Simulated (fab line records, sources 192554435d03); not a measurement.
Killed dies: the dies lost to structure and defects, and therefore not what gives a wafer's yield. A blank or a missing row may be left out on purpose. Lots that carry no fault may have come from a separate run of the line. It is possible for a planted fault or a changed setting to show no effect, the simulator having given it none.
Which tool was responsible? + flow n5_finfet + 72 wafers from 24 lots sampled at 6 of the route's 1938 steps

## WHAT THE GAUGES SHOWED, per wafer
The record lacks any reading of a measuring or inspecting step that a usual standard deviation could be used to judge.

## TOOL THAT RAN EACH LOT (tool first, then ch and the chambers of the sampled wafers, then the start)
| lot  | N5_BEOL_M1_ALD_98                 | N5_BEOL_M1_DEGAS_44          | N5_BEOL_M1_SPUTTER_79        | N5_BEOL_M1_SPUTTER_81        | N5_BEOL_M1_ANNEAL_82         | N5_BEOL_M2_HM_DEP_02         |
|------|-----------------------------------|------------------------------|------------------------------|------------------------------|------------------------------|------------------------------|
| L074 | ald_sin-04 ch 0,1, day 6 07:35    | pvd_sputter-02, day 6 08:22  | pvd_sputter-02, day 6 09:10  | pvd_sputter-02, day 6 09:23  | pvd_sputter-02, day 6 09:28  | pvd_sputter-02, day 6 12:23  |
| L075 | ald_sin-01 ch 0,1, day 6 08:23    | pvd_sputter-01, day 6 11:55  | pvd_sputter-01, day 6 12:54  | pvd_sputter-01, day 6 13:07  | pvd_sputter-01, day 6 13:12  | pvd_sputter-03, day 6 16:44  |
| L076 | ald_sin-04 ch 0,1,2, day 6 16:52  | pvd_sputter-01, day 6 18:10  | pvd_sputter-02, day 6 19:11  | pvd_sputter-02, day 6 19:25  | pvd_sputter-02, day 6 19:29  | pvd_sputter-03, day 6 22:54  |
| L077 | ald_sin-03 ch 0,1,3, day 7 00:08  | pvd_sputter-02, day 7 02:01  | pvd_sputter-03, day 7 02:51  | pvd_sputter-03, day 7 03:04  | pvd_sputter-03, day 7 03:09  | pvd_sputter-02, day 7 05:40  |
| L078 | ald_sin-04 ch 0,3, day 7 06:18    | pvd_sputter-02, day 7 07:01  | pvd_sputter-01, day 7 07:52  | pvd_sputter-01, day 7 08:05  | pvd_sputter-01, day 7 08:10  | pvd_sputter-02, day 7 13:43  |
| L079 | ald_sin-04 ch 0,1,2, day 7 09:43  | pvd_sputter-02, day 7 14:30  | pvd_sputter-03, day 7 15:24  | pvd_sputter-03, day 7 15:37  | pvd_sputter-03, day 7 15:42  | pvd_sputter-01, day 7 18:13  |
| L080 | ald_sin-01 ch 0,2,3, day 7 16:38  | pvd_sputter-03, day 7 17:43  | pvd_sputter-03, day 7 18:31  | pvd_sputter-03, day 7 18:44  | pvd_sputter-03, day 7 18:49  | pvd_sputter-02, day 7 22:00  |
| L081 | ald_sin-04 ch 0,2,3, day 8 01:44  | pvd_sputter-03, day 8 12:46  | pvd_sputter-03, day 8 13:47  | pvd_sputter-03, day 8 14:01  | pvd_sputter-03, day 8 14:05  | pvd_sputter-03, day 8 17:20  |
| L082 | ald_sin-01 ch 0,1,3, day 8 08:28  | pvd_sputter-01, day 8 12:52  | pvd_sputter-02, day 8 13:56  | pvd_sputter-02, day 8 14:09  | pvd_sputter-02, day 8 14:14  | pvd_sputter-03, day 8 17:26  |
| L083 | ald_sin-01 ch 0,2,3, day 8 14:18  | pvd_sputter-02, day 8 16:10  | pvd_sputter-03, day 8 17:56  | pvd_sputter-03, day 8 18:10  | pvd_sputter-03, day 8 18:14  | pvd_sputter-02, day 8 21:50  |
| L084 | ald_sin-03 ch 0,3, day 8 23:09    | pvd_sputter-02, day 9 01:52  | pvd_sputter-02, day 9 02:44  | pvd_sputter-02, day 9 02:57  | pvd_sputter-02, day 9 03:02  | pvd_sputter-01, day 9 07:17  |
| L085 | ald_sin-04 ch 0,2, day 9 05:23    | pvd_sputter-02, day 9 08:01  | pvd_sputter-03, day 9 09:18  | pvd_sputter-03, day 9 09:31  | pvd_sputter-03, day 9 09:36  | pvd_sputter-03, day 9 13:47  |
| L086 | ald_sin-01 ch 0,2, day 9 06:49    | pvd_sputter-01, day 9 09:58  | pvd_sputter-01, day 9 11:05  | pvd_sputter-01, day 9 11:18  | pvd_sputter-01, day 9 11:23  | pvd_sputter-01, day 9 14:53  |
| L087 | ald_sin-03 ch 1,2,3, day 9 12:02  | pvd_sputter-03, day 9 14:26  | pvd_sputter-01, day 9 15:43  | pvd_sputter-01, day 9 15:56  | pvd_sputter-01, day 9 16:01  | pvd_sputter-02, day 9 19:28  |
| L088 | ald_sin-01 ch 1,2,3, day 9 15:42  | pvd_sputter-03, day 9 16:25  | pvd_sputter-02, day 9 17:11  | pvd_sputter-02, day 9 17:24  | pvd_sputter-02, day 9 17:29  | pvd_sputter-03, day 9 22:31  |
| L089 | ald_sin-01 ch 1,2,3, day 10 00:51 | pvd_sputter-02, day 10 05:36 | pvd_sputter-02, day 10 06:49 | pvd_sputter-02, day 10 07:02 | pvd_sputter-02, day 10 07:07 | pvd_sputter-01, day 10 10:16 |
| L090 | ald_sin-01 ch 0,2,3, day 10 06:22 | pvd_sputter-03, day 10 10:10 | pvd_sputter-03, day 10 11:03 | pvd_sputter-03, day 10 11:16 | pvd_sputter-03, day 10 11:21 | pvd_sputter-03, day 10 16:15 |
| L091 | ald_sin-01 ch 0,2,3, day 10 11:08 | pvd_sputter-02, day 10 14:01 | pvd_sputter-03, day 10 16:46 | pvd_sputter-03, day 10 16:59 | pvd_sputter-03, day 10 17:04 | pvd_sputter-02, day 10 21:50 |
| L092 | ald_sin-04 ch 0,2,3, day 10 12:42 | pvd_sputter-03, day 10 16:21 | pvd_sputter-03, day 10 18:43 | pvd_sputter-03, day 10 18:56 | pvd_sputter-03, day 10 19:01 | pvd_sputter-01, day 10 22:12 |
| L093 | ald_sin-04 ch 1,2,3, day 10 21:13 | pvd_sputter-01, day 10 23:04 | pvd_sputter-02, day 11 01:11 | pvd_sputter-02, day 11 01:25 | pvd_sputter-02, day 11 01:29 | pvd_sputter-01, day 11 05:29 |
| L094 | ald_sin-01 ch 1,3, day 11 00:30   | pvd_sputter-01, day 11 02:48 | pvd_sputter-01, day 11 03:49 | pvd_sputter-01, day 11 04:02 | pvd_sputter-01, day 11 04:07 | pvd_sputter-01, day 11 06:40 |
| L095 | ald_sin-04 ch 0,1,3, day 11 09:59 | pvd_sputter-01, day 11 13:03 | pvd_sputter-01, day 11 14:04 | pvd_sputter-01, day 11 14:17 | pvd_sputter-01, day 11 14:22 | pvd_sputter-03, day 11 17:50 |
| L096 | ald_sin-01 ch 0,1,2, day 11 13:40 | pvd_sputter-03, day 11 17:56 | pvd_sputter-02, day 11 18:54 | pvd_sputter-02, day 11 19:08 | pvd_sputter-02, day 11 19:14 | pvd_sputter-01, day 11 21:59 |
| L097 | ald_sin-03 ch 2,3, day 11 23:46   | pvd_sputter-01, day 12 03:20 | pvd_sputter-03, day 12 05:22 | pvd_sputter-03, day 12 05:35 | pvd_sputter-03, day 12 05:40 | pvd_sputter-02, day 12 10:01 |
- N5_BEOL_M1_ALD_98: deposits SiO2, target thk 2.5 nm, pulse time 1 s, co reactant pulse time 1 s.
- N5_BEOL_M1_DEGAS_44: time 60 s.
- N5_BEOL_M1_SPUTTER_79: material Cu, target thk 4.5 nm, time 8.29 s.
- N5_BEOL_M1_SPUTTER_81: material Cu, target thk 4.5 nm, time 8.29 s.
- N5_BEOL_M1_ANNEAL_82: time 240 s.
- N5_BEOL_M2_HM_DEP_02: deposits TiN, target thk 20 nm.

## WHAT THE TOOLS THEMSELVES READ (means of the sampled wafers that have a number; where no wafer has one, the mark that the record gives instead)
N5_BEOL_M1_ALD_98.
| lot  | tool       | heater_power_w (W) | precursor_pulse_height_rel |
|------|------------|--------------------|----------------------------|
| L074 | ald_sin-04 | 77                 | 1.005                      |
| L075 | ald_sin-01 | 67                 | 1.012                      |
| L076 | ald_sin-04 | 74                 | 1.002                      |
| L077 | ald_sin-03 | 79                 | 1.001                      |
| L078 | ald_sin-04 | 77                 | 1.003                      |
| L079 | ald_sin-04 | 74                 | 0.998                      |
| L080 | ald_sin-01 | 80                 | 0.998                      |
| L081 | ald_sin-04 | 74                 | 1.019                      |
| L082 | ald_sin-01 | 72                 | 1.004                      |
| L083 | ald_sin-01 | 79                 | 1.015                      |
| L084 | ald_sin-03 | 79                 | 1.001                      |
| L085 | ald_sin-04 | 70                 | 1.017                      |
| L086 | ald_sin-01 | 75                 | 1.006                      |
| L087 | ald_sin-03 | 77                 | 0.989                      |
| L088 | ald_sin-01 | 78                 | 1.017                      |
| L089 | ald_sin-01 | 79                 | 1.003                      |
| L090 | ald_sin-01 | 80                 | 1.006                      |
| L091 | ald_sin-01 | 79                 | 0.991                      |
| L092 | ald_sin-04 | 75                 | 1.030                      |
| L093 | ald_sin-04 | 78                 | 0.989                      |
| L094 | ald_sin-01 | 71                 | 1.008                      |
| L095 | ald_sin-04 | 78                 | 0.985                      |
| L096 | ald_sin-01 | 75                 | 0.991                      |
| L097 | ald_sin-03 | 69                 | 0.990                      |

N5_BEOL_M1_DEGAS_44.
| lot  | tool           | heater_power_w (W) |
|------|----------------|--------------------|
| L074 | pvd_sputter-02 | 325                |
| L075 | pvd_sputter-01 | 349                |
| L076 | pvd_sputter-01 | 359                |
| L077 | pvd_sputter-02 | 344                |
| L078 | pvd_sputter-02 | 346                |
| L079 | pvd_sputter-02 | 342                |
| L080 | pvd_sputter-03 | 327                |
| L081 | pvd_sputter-03 | 322                |
| L082 | pvd_sputter-01 | 333                |
| L083 | pvd_sputter-02 | 345                |
| L084 | pvd_sputter-02 | 347                |
| L085 | pvd_sputter-02 | 328                |
| L086 | pvd_sputter-01 | 331                |
| L087 | pvd_sputter-03 | 336                |
| L088 | pvd_sputter-03 | 340                |
| L089 | pvd_sputter-02 | 350                |
| L090 | pvd_sputter-03 | 328                |
| L091 | pvd_sputter-02 | 344                |
| L092 | pvd_sputter-03 | 317                |
| L093 | pvd_sputter-01 | 345                |
| L094 | pvd_sputter-01 | 350                |
| L095 | pvd_sputter-01 | 347                |
| L096 | pvd_sputter-03 | 329                |
| L097 | pvd_sputter-01 | 333                |

N5_BEOL_M1_SPUTTER_79.
| lot  | tool           | throttle_valve_pct (%) |
|------|----------------|------------------------|
| L074 | pvd_sputter-02 | 29.0                   |
| L075 | pvd_sputter-01 | 30.8                   |
| L076 | pvd_sputter-02 | 29.3                   |
| L077 | pvd_sputter-03 | 30.8                   |
| L078 | pvd_sputter-01 | 30.3                   |
| L079 | pvd_sputter-03 | 30.7                   |
| L080 | pvd_sputter-03 | 30.3                   |
| L081 | pvd_sputter-03 | 29.5                   |
| L082 | pvd_sputter-02 | 28.8                   |
| L083 | pvd_sputter-03 | 30.6                   |
| L084 | pvd_sputter-02 | 29.3                   |
| L085 | pvd_sputter-03 | 31.0                   |
| L086 | pvd_sputter-01 | 30.3                   |
| L087 | pvd_sputter-01 | 30.5                   |
| L088 | pvd_sputter-02 | 29.3                   |
| L089 | pvd_sputter-02 | 29.0                   |
| L090 | pvd_sputter-03 | 29.8                   |
| L091 | pvd_sputter-03 | 30.3                   |
| L092 | pvd_sputter-03 | 29.8                   |
| L093 | pvd_sputter-02 | 29.3                   |
| L094 | pvd_sputter-01 | 29.9                   |
| L095 | pvd_sputter-01 | 30.6                   |
| L096 | pvd_sputter-02 | 29.1                   |
| L097 | pvd_sputter-03 | 30.8                   |

N5_BEOL_M1_SPUTTER_81.
| lot  | tool           | throttle_valve_pct (%) |
|------|----------------|------------------------|
| L074 | pvd_sputter-02 | 29.2                   |
| L075 | pvd_sputter-01 | 30.9                   |
| L076 | pvd_sputter-02 | 29.1                   |
| L077 | pvd_sputter-03 | 30.9                   |
| L078 | pvd_sputter-01 | 30.0                   |
| L079 | pvd_sputter-03 | 30.7                   |
| L080 | pvd_sputter-03 | 30.3                   |
| L081 | pvd_sputter-03 | 29.5                   |
| L082 | pvd_sputter-02 | 29.0                   |
| L083 | pvd_sputter-03 | 31.0                   |
| L084 | pvd_sputter-02 | 29.2                   |
| L085 | pvd_sputter-03 | 30.9                   |
| L086 | pvd_sputter-01 | 30.3                   |
| L087 | pvd_sputter-01 | 30.7                   |
| L088 | pvd_sputter-02 | 29.4                   |
| L089 | pvd_sputter-02 | 29.2                   |
| L090 | pvd_sputter-03 | 30.0                   |
| L091 | pvd_sputter-03 | 30.4                   |
| L092 | pvd_sputter-03 | 29.8                   |
| L093 | pvd_sputter-02 | 29.2                   |
| L094 | pvd_sputter-01 | 29.7                   |
| L095 | pvd_sputter-01 | 30.8                   |
| L096 | pvd_sputter-02 | 29.1                   |
| L097 | pvd_sputter-03 | 30.6                   |

N5_BEOL_M1_ANNEAL_82.
| lot  | tool           | heater_power_w (W) | susceptor_temp_C_max |
|------|----------------|--------------------|----------------------|
| L074 | pvd_sputter-02 | 811                | 401.12               |
| L075 | pvd_sputter-01 | 838                | 400.92               |
| L076 | pvd_sputter-02 | 826                | 400.87               |
| L077 | pvd_sputter-03 | 792                | 400.66               |
| L078 | pvd_sputter-01 | 748                | 400.62               |
| L079 | pvd_sputter-03 | 824                | 400.91               |
| L080 | pvd_sputter-03 | 805                | 400.88               |
| L081 | pvd_sputter-03 | 837                | 400.68               |
| L082 | pvd_sputter-02 | 829                | 400.96               |
| L083 | pvd_sputter-03 | 793                | 400.90               |
| L084 | pvd_sputter-02 | 846                | 400.80               |
| L085 | pvd_sputter-03 | 788                | 400.91               |
| L086 | pvd_sputter-01 | 799                | 400.65               |
| L087 | pvd_sputter-01 | 871                | 400.98               |
| L088 | pvd_sputter-02 | 888                | 400.63               |
| L089 | pvd_sputter-02 | 870                | 400.62               |
| L090 | pvd_sputter-03 | 792                | 400.48               |
| L091 | pvd_sputter-03 | 801                | 401.06               |
| L092 | pvd_sputter-03 | 800                | 400.55               |
| L093 | pvd_sputter-02 | 800                | 400.79               |
| L094 | pvd_sputter-01 | 795                | 401.05               |
| L095 | pvd_sputter-01 | 886                | 400.73               |
| L096 | pvd_sputter-02 | 864                | 401.18               |
| L097 | pvd_sputter-03 | 801                | 400.87               |

N5_BEOL_M2_HM_DEP_02.
| lot  | tool           | throttle_valve_pct (%) |
|------|----------------|------------------------|
| L074 | pvd_sputter-02 | 29.2                   |
| L075 | pvd_sputter-03 | 29.3                   |
| L076 | pvd_sputter-03 | 29.1                   |
| L077 | pvd_sputter-02 | 29.3                   |
| L078 | pvd_sputter-02 | 29.1                   |
| L079 | pvd_sputter-01 | 29.9                   |
| L080 | pvd_sputter-02 | 28.8                   |
| L081 | pvd_sputter-03 | 30.8                   |
| L082 | pvd_sputter-03 | 30.4                   |
| L083 | pvd_sputter-02 | 29.1                   |
| L084 | pvd_sputter-01 | 30.1                   |
| L085 | pvd_sputter-03 | 29.9                   |
| L086 | pvd_sputter-01 | 31.0                   |
| L087 | pvd_sputter-02 | 28.9                   |
| L088 | pvd_sputter-03 | 29.3                   |
| L089 | pvd_sputter-01 | 30.3                   |
| L090 | pvd_sputter-03 | 30.1                   |
| L091 | pvd_sputter-02 | 29.1                   |
| L092 | pvd_sputter-01 | 30.6                   |
| L093 | pvd_sputter-01 | 31.0                   |
| L094 | pvd_sputter-01 | 30.7                   |
| L095 | pvd_sputter-03 | 29.8                   |
| L096 | pvd_sputter-01 | 30.4                   |
| L097 | pvd_sputter-02 | 29.3                   |

## THE ANSWER, worked out from the rows above alone
Rule: the lots themselves supply what counts as usual. Put in order of their means at a reading, lots are off if they are a third of the lots or fewer, leave a main group of 4 or more, and stand apart from it by a gap of 3 or more times the standard deviation of the main group's means; of several such gaps the widest counts. The tables above print the reading to a certain number of digits; a main group whose means all agree to those digits is not used. Also off: a lot with no number at a reading for which 4 or more lots have one. Where the step has rows for the other lots, those lots are counted as sound. After the gauges, taken in route order, come the tools' own readings; for these a lot's mean is taken, as printed above. The first step at which some lot is off is used, and at that step the reading that is off furthest; a lot without a number counts as furthest.
Nothing can be told from this: no lot is off at any reading shown.

## WHAT THE SIMULATOR HAD PUT IN
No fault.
